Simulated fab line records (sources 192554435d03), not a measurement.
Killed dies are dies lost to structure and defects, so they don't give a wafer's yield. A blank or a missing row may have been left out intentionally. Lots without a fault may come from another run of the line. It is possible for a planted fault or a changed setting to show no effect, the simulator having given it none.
The tool behind it: which one? ; flow n5Finfet ; 24 lots, 72 wafers sampled, at 6 steps of a route of 1938

== WHAT THE GAUGES READ, wafer by wafer ==
The record holds no reading of a measuring or inspecting step that can be judged against a usual standard deviation.

== WHAT TOOL EACH LOT RAN ON (gives the tool, then ch and the chambers of the sampled wafers, and finally the start) ==
lot;N5_BEOL_M4_ETCH_77;N5_BEOL_M4_VIA_ETCH_34;N5_BEOL_M4_DEGAS_44;N5_BEOL_M4_ALD_84;N5_BEOL_M4_SURFACE_TREAT_85;N5_BEOL_M4_SPUTTER_92
L074;rieDiel-04 ch 0,1,3, day 7 04:44;rieDiel-05 ch 1,2,3, day 7 17:49;pvdSputter-01, day 7 18:42;aldMetal-02 ch 0,2,3, day 7 19:02;pvdSputter-03, day 7 19:32;pvdSputter-03, day 7 21:25
L075;rieDiel-04 ch 0,2,3, day 7 13:41;rieDiel-05 ch 0,1,2, day 8 04:27;pvdSputter-03, day 8 05:07;aldMetal-03 ch 0,1,2, day 8 05:13;pvdSputter-03, day 8 05:31;pvdSputter-03, day 8 07:04
L076;rieDiel-06 ch 2,3, day 8 06:14;rieDiel-06 ch 0,3, day 8 12:02;pvdSputter-01, day 8 13:10;aldMetal-01 ch 0,1, day 8 13:17;pvdSputter-01, day 8 13:39;pvdSputter-03, day 8 15:16
L077;rieDiel-06 ch 1,2,3, day 8 21:20;rieDiel-06 ch 0,3, day 8 23:25;pvdSputter-01, day 9 00:05;aldMetal-03 ch 1,2,3, day 9 00:11;pvdSputter-02, day 9 00:24;pvdSputter-03, day 9 03:20
L081;rieDiel-04 ch 1,2, day 9 01:45;rieDiel-06 ch 0,3, day 9 06:51;pvdSputter-03, day 9 07:34;aldMetal-01 ch 1,2, day 9 07:40;pvdSputter-02, day 9 07:54;pvdSputter-02, day 9 09:26
L080;rieDiel-06 ch 0,3, day 9 01:47;rieDiel-06 ch 0,1, day 9 07:13;pvdSputter-03, day 9 07:43;aldMetal-02 ch 1,3, day 9 07:49;pvdSputter-02, day 9 08:05;pvdSputter-03, day 9 10:06
L078;rieDiel-05 ch 0,1,2, day 9 04:32;rieDiel-05 ch 0,2,3, day 9 07:17;pvdSputter-03, day 9 07:48;aldMetal-03 ch 1,3, day 9 08:01;pvdSputter-03, day 9 08:44;pvdSputter-02, day 9 11:19
L079;rieDiel-06 ch 0,1,2, day 9 06:01;rieDiel-04 ch 1,2,3, day 9 06:49;pvdSputter-01, day 9 07:30;aldMetal-03 ch 0,1, day 9 07:37;pvdSputter-02, day 9 07:52;pvdSputter-01, day 9 09:30
L082;rieDiel-05 ch 0,1, day 9 06:09;rieDiel-05 ch 1,3, day 9 07:44;pvdSputter-03, day 9 08:13;aldMetal-02 ch 0,3, day 9 08:30;pvdSputter-02, day 9 09:58;pvdSputter-01, day 9 11:38
L083;rieDiel-04 ch 2,3, day 9 19:32;rieDiel-06 ch 2,3, day 9 23:44;pvdSputter-01, day 10 00:28;aldMetal-03 ch 0,1,2, day 10 00:40;pvdSputter-02, day 10 00:59;pvdSputter-01, day 10 02:43
L084;rieDiel-05 ch 0,1, day 9 20:50;rieDiel-06 ch 0,1, day 10 05:24;pvdSputter-01, day 10 06:05;aldMetal-03 ch 1,2,3, day 10 06:12;pvdSputter-03, day 10 06:31;pvdSputter-03, day 10 08:04
L085;rieDiel-06 ch 0,2,3, day 10 15:59;rieDiel-06 ch 0,1,2, day 10 23:59;pvdSputter-01, day 11 00:53;aldMetal-01 ch 0,1,3, day 11 00:59;pvdSputter-03, day 11 01:14;pvdSputter-01, day 11 02:54
L087;rieDiel-05 ch 1,2,3, day 10 23:07;rieDiel-05 ch 0,2,3, day 11 00:04;pvdSputter-01, day 11 00:58;aldMetal-02 ch 2,3, day 11 01:04;pvdSputter-01, day 11 01:22;pvdSputter-02, day 11 03:07
L086;rieDiel-04 ch 1,2,3, day 11 06:14;rieDiel-04 ch 0,1,3, day 11 07:07;pvdSputter-01, day 11 07:38;aldMetal-01 ch 0,1,2, day 11 07:56;pvdSputter-03, day 11 08:19;pvdSputter-03, day 11 11:31
L089;rieDiel-06 ch 0,3, day 11 09:39;rieDiel-04 ch 0,2,3, day 11 11:43;pvdSputter-01, day 11 12:41;aldMetal-02 ch 0,1,3, day 11 12:47;pvdSputter-02, day 11 13:04;pvdSputter-03, day 11 14:37
L088;rieDiel-06 ch 0,1, day 11 09:48;rieDiel-06 ch 2,3, day 11 16:47;pvdSputter-01, day 11 17:29;aldMetal-01 ch 0,1,2, day 11 17:49;pvdSputter-02, day 11 18:05;pvdSputter-01, day 11 19:44
L090;rieDiel-05 ch 0,3, day 11 13:41;rieDiel-04 ch 0,2,3, day 11 20:02;pvdSputter-01, day 11 20:52;aldMetal-01 ch 0,2,3, day 11 20:59;pvdSputter-02, day 11 21:13;pvdSputter-02, day 11 22:47
L091;rieDiel-06 ch 0,1,2, day 11 14:43;rieDiel-04 ch 0,1,3, day 11 16:44;pvdSputter-01, day 11 17:25;aldMetal-01 ch 0,1,3, day 11 17:32;pvdSputter-02, day 11 17:49;pvdSputter-02, day 11 19:26
L093;rieDiel-06 ch 1,2,3, day 12 01:46;rieDiel-04 ch 0,2,3, day 12 06:59;pvdSputter-02, day 12 07:45;aldMetal-02 ch 1,2, day 12 07:51;pvdSputter-02, day 12 08:11;pvdSputter-03, day 12 09:56
L092;rieDiel-05 ch 1,2, day 12 04:41;rieDiel-06 ch 1,2, day 12 18:24;pvdSputter-03, day 12 19:11;aldMetal-03 ch 1,2,3, day 12 19:24;pvdSputter-03, day 12 19:40;pvdSputter-03, day 12 21:16
L094;rieDiel-04 ch 1,3, day 12 20:05;rieDiel-04 ch 0,1, day 13 03:47;pvdSputter-03, day 13 04:21;aldMetal-03 ch 0,2, day 13 04:28;pvdSputter-01, day 13 04:42;pvdSputter-03, day 13 06:16
L095;rieDiel-04 ch 0,2,3, day 13 09:06;rieDiel-05 ch 1,2,3, day 13 17:31;pvdSputter-02, day 13 18:19;aldMetal-02 ch 0,1, day 13 18:34;pvdSputter-02, day 13 18:47;pvdSputter-02, day 13 20:33
L096;rieDiel-05 ch 2,3, day 13 10:38;rieDiel-06 ch 1,3, day 13 17:31;pvdSputter-02, day 13 18:23;aldMetal-03 ch 1,2, day 13 18:34;pvdSputter-01, day 13 18:48;pvdSputter-01, day 13 20:25
L097;rieDiel-05 ch 0,2, day 13 17:10;rieDiel-05 ch 0,2, day 13 21:01;pvdSputter-03, day 13 21:28;aldMetal-01 ch 0,2,3, day 13 21:34;pvdSputter-02, day 13 21:52;pvdSputter-03, day 13 23:55
- N5_BEOL_M4_ETCH_77: etches underlayer in N2/H2, target depth 6.5 nm, time 5.2 s.
- N5_BEOL_M4_VIA_ETCH_34: etches the open film in C4F6/O2, target depth 69.4 nm, time 65.9 s.
- N5_BEOL_M4_DEGAS_44: time 60 s.
- N5_BEOL_M4_ALD_84: deposits TaN, pulse time 2 s, purge time 3 s, co reactant purge time 2 s.
- N5_BEOL_M4_SURFACE_TREAT_85
- N5_BEOL_M4_SPUTTER_92: material Cu, target thk 4.5 nm, time 8.29 s.

== WHAT THE TOOLS THEMSELVES READ (means of the sampled wafers that have a number; where no wafer has one, the mark that the record gives instead) ==
N5_BEOL_M4_ETCH_77.
lot;tool;drypumpMotorCurrentA (A);etchRfOnTimeS (s);oesProductAu (a.u.);rfVppV (V);showerheadPlenumPTorr (Torr);throttleValvePct (%)
L074;rieDiel-04;5.6;5.10;0.68;524.4;2.57;18.10
L075;rieDiel-04;5.3;5.23;0.62;524.1;2.58;18.05
L076;rieDiel-06;5.5;5.02;0.79;523.7;2.55;17.54
L077;rieDiel-06;5.5;5.14;0.72;521.6;2.46;17.71
L081;rieDiel-04;5.2;5.34;0.65;525.6;2.61;17.95
L080;rieDiel-06;6.0;5.20;0.64;523.2;2.50;18.04
L078;rieDiel-05;6.2;5.13;0.64;522.6;2.50;18.07
L079;rieDiel-06;5.9;5.14;0.66;521.5;2.46;17.86
L082;rieDiel-05;5.8;5.14;0.63;522.1;2.49;18.24
L083;rieDiel-04;4.9;5.16;0.61;523.3;2.49;18.07
L084;rieDiel-05;6.1;5.15;0.62;522.7;2.45;18.17
L085;rieDiel-06;5.7;5.10;0.78;522.6;2.52;17.68
L087;rieDiel-05;6.0;4.97;0.65;521.4;2.48;17.91
L086;rieDiel-04;5.2;5.21;0.64;523.7;2.54;18.07
L089;rieDiel-06;6.0;5.12;0.80;522.9;2.50;17.79
L088;rieDiel-06;6.1;5.17;0.75;520.6;2.44;17.87
L090;rieDiel-05;5.6;5.21;0.62;522.0;2.51;18.14
L091;rieDiel-06;5.9;5.10;0.73;521.2;2.46;17.76
L093;rieDiel-06;5.4;5.03;0.70;522.3;2.45;17.74
L092;rieDiel-05;6.2;5.08;0.63;520.7;2.45;18.06
L094;rieDiel-04;5.5;5.10;0.67;523.5;2.52;18.15
L095;rieDiel-04;5.3;5.29;0.59;523.2;2.56;18.13
L096;rieDiel-05;5.8;4.94;0.63;522.2;2.51;17.81
L097;rieDiel-05;6.2;5.19;0.63;523.5;2.53;18.04

N5_BEOL_M4_VIA_ETCH_34.
lot;tool;O2_flow_sccm (sccm);drypumpMotorCurrentA (A);oesProductAu (a.u.);rfVppV (V);showerheadPlenumPTorr (Torr);throttleValvePct (%)
L074;rieDiel-05;10.02;6.0;0.77;670;2.78;30.59
L075;rieDiel-05;9.96;6.1;0.75;668;2.77;30.61
L076;rieDiel-06;10.02;6.0;0.75;664;2.80;30.83
L077;rieDiel-06;10.00;5.5;0.83;667;2.80;30.71
L081;rieDiel-06;10.00;6.0;0.75;665;2.80;30.83
L080;rieDiel-06;9.99;5.9;0.71;657;2.68;31.03
L078;rieDiel-05;9.99;5.9;0.76;679;2.82;30.71
L079;rieDiel-04;9.99;5.2;0.76;664;2.86;31.06
L082;rieDiel-05;10.01;5.6;0.75;665;2.78;30.78
L083;rieDiel-06;9.96;5.3;0.90;669;2.81;30.51
L084;rieDiel-06;10.04;6.2;0.91;659;2.74;30.89
L085;rieDiel-06;10.03;5.9;0.86;661;2.76;30.73
L087;rieDiel-05;9.98;5.9;0.75;680;2.82;30.73
L086;rieDiel-04;10.00;5.6;0.76;655;2.86;31.07
L089;rieDiel-04;9.98;5.3;0.71;669;2.87;30.95
L088;rieDiel-06;9.99;5.3;0.87;669;2.81;30.52
L090;rieDiel-04;10.00;5.3;0.70;669;2.86;30.97
L091;rieDiel-04;10.00;5.6;0.75;656;2.85;31.08
L093;rieDiel-04;9.99;5.2;0.70;669;2.86;30.97
L092;rieDiel-06;10.01;5.6;0.81;662;2.77;30.60
L094;rieDiel-04;10.03;5.9;0.78;646;2.90;31.10
L095;rieDiel-05;9.95;6.0;0.73;669;2.76;30.65
L096;rieDiel-06;9.98;5.3;0.80;664;2.71;30.80
L097;rieDiel-05;9.98;6.3;0.74;684;2.80;30.58

N5_BEOL_M4_DEGAS_44.
lot;tool;heaterPowerW (W)
L074;pvdSputter-01;332
L075;pvdSputter-03;359
L076;pvdSputter-01;344
L077;pvdSputter-01;341
L081;pvdSputter-03;373
L080;pvdSputter-03;337
L078;pvdSputter-03;356
L079;pvdSputter-01;329
L082;pvdSputter-03;334
L083;pvdSputter-01;344
L084;pvdSputter-01;323
L085;pvdSputter-01;335
L087;pvdSputter-01;335
L086;pvdSputter-01;341
L089;pvdSputter-01;340
L088;pvdSputter-01;345
L090;pvdSputter-01;351
L091;pvdSputter-01;333
L093;pvdSputter-02;356
L092;pvdSputter-03;352
L094;pvdSputter-03;365
L095;pvdSputter-02;352
L096;pvdSputter-02;352
L097;pvdSputter-03;377

N5_BEOL_M4_ALD_84.
lot;tool;chamberPressureTorr (Torr);heaterPowerW (W);mfcCarrierSccm (sccm);precursorVesselCarrierSccm (sccm)
L074;aldMetal-02;3.000;438;1499;1000
L075;aldMetal-03;2.998;471;1505;997
L076;aldMetal-01;3.002;365;1499;1002
L077;aldMetal-03;3.004;420;1502;1001
L081;aldMetal-01;3.009;361;1496;1000
L080;aldMetal-02;3.004;448;1499;999
L078;aldMetal-03;3.002;385;1502;997
L079;aldMetal-03;2.999;499;1495;1003
L082;aldMetal-02;3.000;435;1503;1000
L083;aldMetal-03;2.996;474;1500;1000
L084;aldMetal-03;3.006;416;1504;998
L085;aldMetal-01;2.998;402;1499;1002
L087;aldMetal-02;2.997;466;1499;1003
L086;aldMetal-01;2.992;395;1495;1000
L089;aldMetal-02;3.001;427;1501;997
L088;aldMetal-01;3.011;394;1499;1002
L090;aldMetal-01;3.002;435;1496;1001
L091;aldMetal-01;2.999;392;1499;1000
L093;aldMetal-02;3.001;441;1500;1000
L092;aldMetal-03;3.002;416;1497;1001
L094;aldMetal-03;2.996;466;1495;1003
L095;aldMetal-02;2.999;407;1495;997
L096;aldMetal-03;3.001;449;1498;997
L097;aldMetal-01;2.997;428;1502;1004

N5_BEOL_M4_SPUTTER_92.
lot;tool;throttleValvePct (%)
L074;pvdSputter-03;30.1
L075;pvdSputter-03;29.4
L076;pvdSputter-03;30.3
L077;pvdSputter-03;29.2
L081;pvdSputter-02;30.3
L080;pvdSputter-03;30.2
L078;pvdSputter-02;30.5
L079;pvdSputter-01;31.3
L082;pvdSputter-01;31.6
L083;pvdSputter-01;31.0
L084;pvdSputter-03;30.1
L085;pvdSputter-01;31.5
L087;pvdSputter-02;30.3
L086;pvdSputter-03;30.1
L089;pvdSputter-03;29.3
L088;pvdSputter-01;30.1
L090;pvdSputter-02;30.3
L091;pvdSputter-02;30.4
L093;pvdSputter-03;30.3
L092;pvdSputter-03;29.2
L094;pvdSputter-03;31.0
L095;pvdSputter-02;30.3
L096;pvdSputter-01;31.3
L097;pvdSputter-03;30.5

== THE ANSWER, worked out from the rows above alone ==
Rule: the usual values come from the lots themselves. The widest of any qualifying gaps counts: lots, ordered by their means at a reading, are off when they make up no more than a third of the lots, leave a main group of 4 or more, and stand apart from it by 3 or more times the standard deviation of that group's means. Not used: any main group whose means are identical at the precision the tables above print for the reading. Also off: a lot with no number at a reading for which 4 or more lots have one. Any other lot the step has rows for is counted as sound. After the gauges, taken in route order, come the tools' own readings; for these a lot's mean is taken, as printed above. At the first step where some lot is off, the reading lying furthest off is the one used; lots without a number count as furthest.
No lot is off at any reading shown: from this, nothing can be told.

== WHAT HAD BEEN PUT IN BY THE SIMULATOR ==
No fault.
